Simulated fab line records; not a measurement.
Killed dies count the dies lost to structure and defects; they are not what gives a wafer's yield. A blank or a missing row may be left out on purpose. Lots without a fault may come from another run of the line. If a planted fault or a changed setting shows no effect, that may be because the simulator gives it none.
What tool caused it? ; flow n5 finfet ; 27 wafers from 9 lots sampled at 6 of the route's 1938 steps

WHAT EACH GAUGE READ, for each wafer
N5_HKMG_FIN_THK_MEAS_70: measures by xrf. Usual: HK_THK 1.614 nm, standard deviation 0.019.
lot;measured;on;HK_THK (nm);flag
L315;day 4 06:34;film metro-02;1.636 1.621 1.606;
L316;day 4 11:28;film metro-01;1.586 1.610 1.606;
L317;day 4 15:59;film metro-01;1.637 1.618 1.604;
L320;day 5 10:55;film metro-02;1.613 1.590 1.560;
L325;day 6 21:06;film metro-01;1.607 1.626 1.626;
L326;day 7 04:11;film metro-02;1.633 1.593 1.600;
L331;day 8 02:59;film metro-01;1.636 1.632 1.637;
L332;day 8 09:44;film metro-02;1.642 1.645 1.566;
L334;day 9 01:16;film metro-01;1.612 1.624 1.611;

N5_HKMG_FIN_CD_MEAS_12: the cd target is 92.8 nm. Usual: cd nm reads 92.9 nm (standard deviation 0.54).
lot;measured;on;cd nm (nm);flag
L315;day 4 07:19;cd sem-03;93.5 93.1 93.3;
L316;day 4 12:20;cd sem-01;93.0 92.3 92.8;
L317;day 4 16:52;cd sem-01;92.9 93.0 93.0;
L320;day 5 11:47;cd sem-02;93.0 92.7 91.8;
L325;day 6 21:59;cd sem-02;92.9 92.3 92.7;
L326;day 7 05:04;cd sem-02;92.4 92.9 93.0;
L331;day 8 03:52;cd sem-03;92.6 88.5 92.6;OFF
L332;day 8 10:29;cd sem-02;92.7 92.1 93.0;
L334;day 9 02:09;cd sem-03;92.7 93.1 92.7;

N5_BEOL_M4_RC_MEAS_101. Usual: DIBL_N 35.9 mV/V, standard deviation 1.4; DIBL_P 35.9 mV/V, standard deviation 1.7; IOFF_N 0.155 nA/um, standard deviation 0.023; IOFF_P 0.201 nA/um, standard deviation 0.029; ION_N 672 uA/um, standard deviation 8.8; ION_P 460 uA/um, standard deviation 7; SS_N 71.6 mV/dec, standard deviation 0.48; SS_P 73.1 mV/dec, standard deviation 0.64; VT_N 250.0 mV, standard deviation 3; VT_P -251.6 mV, standard deviation 3.
lot;measured;on;DIBL_N (mV/V);DIBL_P (mV/V);IOFF_N (nA/um);IOFF_P (nA/um);ION_N (uA/um);ION_P (uA/um);SS_N (mV/dec);SS_P (mV/dec);VT_N (mV);VT_P (mV);flag
L315;day 8 02:14;prober-02;34.6 38.2 37.1;35.1 38.6 37.4;0.131 0.191 0.174;0.195 0.252 0.229;667 680 672;460 464 459;71.7 72.2 71.7;73.3 74.6 74.0;250.4 245.9 247.3;-252.1 -250.6 -249.8;
L316;day 8 04:57;prober-02;34.9 34.1 35.3;33.6 33.5 35.0;0.130 0.120 0.145;0.184 0.181 0.213;652 660 664;452 455 463;71.9 71.0 71.7;72.2 72.6 72.7;256.1 254.3 251.9;-249.7 -250.7 -250.3;
L317;day 8 14:56;prober-02;35.3 35.4 36.0;34.0 34.6 36.0;0.146 0.144 0.163;0.207 0.206 0.232;672 670 688;469 462 475;71.8 71.1 72.0;72.6 73.0 73.2;252.7 250.4 248.6;-248.6 -247.5 -247.8;
L320;day 8 23:53;prober-01;32.8 35.5 35.6;34.9 37.1 37.1;0.126 0.165 0.161;0.168 0.200 0.208;663 671 668;453 456 459;71.3 71.5 72.1;73.3 73.6 73.6;254.2 250.1 251.3;-257.0 -254.1 -250.2;
L325;day 11 03:59;prober-01;34.5 37.0 35.2;35.1 37.8 35.1;0.126 0.169 0.134;0.184 0.221 0.179;654 685 661;457 474 460;71.1 71.7 70.8;72.0 73.6 72.5;255.7 249.0 250.9;-250.0 -250.5 -252.3;
L326;day 11 08:32;prober-01;33.6 34.7 33.2;36.2 37.1 35.7;0.151 0.157 0.140;0.208 0.220 0.197;674 673 665;467 465 463;71.8 71.6 71.6;72.9 74.4 73.1;248.0 249.8 250.3;-249.2 -249.0 -251.5;
L331;day 12 05:29;prober-01;38.6 39.0 37.4;36.4 37.3 35.3;0.165 0.177 0.144;0.210 0.217 0.196;677 675 675;464 457 458;71.7 71.8 71.4;73.7 74.6 73.4;249.1 250.3 247.9;-251.6 -251.7 -251.1;
L332;day 12 11:29;prober-02;36.4 35.6 35.2;35.5 35.2 34.7;0.143 0.139 0.133;0.189 0.183 0.179;663 666 671;457 455 466;72.0 71.2 70.8;73.6 72.5 72.3;251.3 253.8 253.2;-252.0 -253.8 -254.1;
L334;day 12 22:56;prober-01;36.6 36.3 35.4;37.5 37.9 36.6;0.168 0.170 0.149;0.213 0.217 0.199;682 676 668;461 460 461;72.3 72.0 72.8;73.8 74.1 73.7;248.7 248.1 250.8;-250.7 -251.7 -250.6;

WHAT TOOL EACH LOT RAN ON (gives the tool, then ch and the chambers of the sampled wafers, and finally the start)
lot;N5_HKMG_FIN_ETCH_54;N5_HKMG_FIN_PEB_10;N5_HKMG_FIN_STRIP_89
L315;rie diel-02 ch 0,1,3, day 4 04:12;litho track-01 ch 0, day 4 07:15;rie diel-06 ch 0,1,3, day 4 08:47
L316;rie diel-06 ch 0,1, day 4 08:53;litho track-04 ch 0, day 4 12:17;rie diel-02 ch 0,1,3, day 4 13:52
L317;rie diel-06 ch 1,2,3, day 4 13:33;litho track-02 ch 0, day 4 16:48;rie diel-06 ch 0,1,2, day 4 18:23
L320;rie diel-05 ch 1,2, day 5 08:32;litho track-01 ch 0, day 5 11:44;rie diel-05 ch 1,2,3, day 5 13:24
L325;rie diel-05 ch 0,1,3, day 6 18:38;litho track-02 ch 0, day 6 21:55;rie diel-05 ch 2,3, day 6 23:32
L326;rie diel-06 ch 0,1,3, day 7 01:44;litho track-04 ch 0, day 7 04:59;rie diel-05 ch 1,3, day 7 06:35
L331;rie diel-02 ch 0,1,3, day 8 00:06;litho track-02 ch 0, day 8 03:47;rie diel-05 ch 0,2, day 8 05:19
L332;rie diel-02 ch 0,2,3, day 8 07:16;litho track-01 ch 0, day 8 10:26;rie diel-02 ch 0,2,3, day 8 11:58
L334;rie diel-02 ch 0,2, day 8 22:53;litho track-01 ch 0, day 9 02:05;rie diel-06 ch 0,1,2, day 9 03:38
- N5_HKMG_FIN_ETCH_54: etches SiARC in CF4, target depth 45.5 nm, time 75.8 s.
- N5_HKMG_FIN_PEB_10: peb time 60 s.
- N5_HKMG_FIN_STRIP_89: strips SOC in N2/H2, time 20 s.

AS READ BY THE TOOLS THEMSELVES (means over the sampled wafers that have a number; for cases with no such wafer, the mark the record gives instead)
N5_HKMG_FIN_ETCH_54. Usual: chamber pressure mTorr 40.00 mTorr, standard deviation 0.037; drypump motor current A 5.7 A, standard deviation 0.46; etch rf on time s 75.8 s, standard deviation 1.3; oes product au 0.66 a.u., standard deviation 0.081; rf vpp V 184.2 V, standard deviation 1.2; showerhead plenum p Torr 2.15 Torr, standard deviation 0.078; throttle valve pct 15.65 %, standard deviation 0.26.
lot;tool;chamber pressure mTorr (mTorr);drypump motor current A (A);etch rf on time s (s);oes product au (a.u.);rf vpp V (V);showerhead plenum p Torr (Torr);throttle valve pct (%);flag
L315;rie diel-02;40.00;6.3;76.1;0.66;184.3;2.17;15.43;
L316;rie diel-06;40.02;5.8;75.5;0.60;183.6;2.09;15.99;
L317;rie diel-06;39.97;5.6;75.5;0.69;183.5;2.12;15.78;
L320;rie diel-05;40.03;5.4;77.2;0.63;182.1;2.08;15.84;
L325;rie diel-05;40.00;5.3;75.9;0.72;184.3;2.17;15.54;
L326;rie diel-06;40.02;5.8;74.7;0.65;184.6;2.14;15.83;
L331;rie diel-02;40.01;6.2;75.1;0.65;184.7;2.16;15.49;
L332;rie diel-02;39.97;6.0;76.2;0.61;184.0;2.15;15.56;
L334;rie diel-02;40.00;6.2;75.2;0.63;184.0;2.16;15.47;

N5_HKMG_FIN_STRIP_89. Usual: chamber pressure mTorr 50.01 mTorr, standard deviation 0.046; drypump motor current A 5.6 A, standard deviation 0.45; oes product au 0.79 a.u., standard deviation 0.1; rf vpp V 54.3 V, standard deviation 0.84; showerhead plenum p Torr 3.39 Torr, standard deviation 0.13; throttle valve pct 19.2 %, standard deviation 0.34.
lot;tool;chamber pressure mTorr (mTorr);drypump motor current A (A);oes product au (a.u.);rf vpp V (V);showerhead plenum p Torr (Torr);throttle valve pct (%);flag
L315;rie diel-06;50.01;5.8;0.79;53.8;3.37;19.5;
L316;rie diel-02;49.99;6.2;0.77;53.9;3.41;18.8;
L317;rie diel-06;50.00;5.6;0.71;54.3;3.25;19.7;
L320;rie diel-05;49.99;5.2;0.75;54.0;3.37;19.1;
L325;rie diel-05;50.02;5.3;0.86;54.5;3.55;18.8;
L326;rie diel-05;50.03;5.1;0.79;54.1;3.44;19.2;
L331;rie diel-05;49.98;5.8;0.92;54.2;3.38;18.8;
L332;rie diel-02;49.98;6.1;0.71;53.7;3.38;19.0;
L334;rie diel-06;49.98;5.6;0.79;53.9;3.37;19.6;

THE ANSWER, worked out from the rows above alone
Rule: a lot is off if the mean of its wafers that have a number lies more than 3 standard deviations from the usual mean. Also off: a lot with no number at a reading for which 4 or more lots have one. The other lots that the step has rows for count as sound. First the gauges in route order, then the tools' own readings, where a lot's mean is used as printed above. The first step at which some lot is off is used, and at that step the reading that is off furthest; a lot without a number counts as furthest.
Off at N5_HKMG_FIN_CD_MEAS_12 (cd nm): L331.
A tool fits if, at a process step before that reading, it ran every lot that is off, and no sound lot after the first of them. Those tools and the gauges at N5_HKMG_FIN_CD_MEAS_12 are tried in the same way. One fits: litho track-02 at N5_HKMG_FIN_PEB_10. A fault onset in the window from L325 (day 6 21:55, its last sound lot) to L331 (day 8 03:47, its first lot off) fits.

WHAT WAS PUT IN BY THE SIMULATOR
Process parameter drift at N5_HKMG_FIN_PEB_10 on litho track-02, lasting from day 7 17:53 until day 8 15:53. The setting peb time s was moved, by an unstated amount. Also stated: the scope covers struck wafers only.
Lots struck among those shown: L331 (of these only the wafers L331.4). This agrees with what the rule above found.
